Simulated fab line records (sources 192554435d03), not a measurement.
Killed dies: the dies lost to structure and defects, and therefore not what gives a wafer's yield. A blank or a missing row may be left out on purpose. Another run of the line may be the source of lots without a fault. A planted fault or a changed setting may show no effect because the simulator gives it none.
Matching of chambers -- flow n5-finfet -- rie-diel-05 running N5_BEOL_M11_DESCUM_33: 4 sister chambers
The step chemistry O2, time 7.9 s. 4 wafers are shown with their chamber, then 8 later ones without.

EACH WAFER AND ITS CHAMBER
wafer,chamber,showerhead-plenum-p-Torr (Torr)
L081.6,2,2.10
L084.5,3,2.14
L085.6,1,2.14
L087.2,0,2.01

WAFERS WITH NO CHAMBER GIVEN
wafer,showerhead-plenum-p-Torr (Torr)
L087.4,2.14
L087.6,2.14
L090.2,2.10
L090.3,2.01
L090.5,2.13
L092.2,2.10
L092.3,2.13
L092.5,2.13

EACH ONE'S CHAMBER
wafer,from the rows above,in truth
L087.4,can't be placed: 1 or 3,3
L087.6,can't be placed: 1 or 3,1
L090.2,2,2
L090.3,0,0
L090.5,can't be placed: 1 or 3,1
L092.2,2,2
L092.3,can't be placed: 1 or 3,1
L092.5,can't be placed: 1 or 3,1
Correct placement for 3 of the 8. These rows do not allow placing 5 (true chamber among the candidates in 5). Wrongly placed: 0.
How it was worked out, from the rows above alone: a wafer's distance from a chamber is the root of the sum, over the readings, of the square of ((its reading less the chamber's mean) divided by the reading's scatter). If the next closest chamber is less than 2 further off than the closest, the wafer can't be placed; otherwise it belongs to the closest. For every chamber, the mean is computed from those of its wafers that are shown. The scatter (one wafer shown for each chamber): square how far every hidden wafer sits from the nearest shown wafer, average those squares and take the square root.
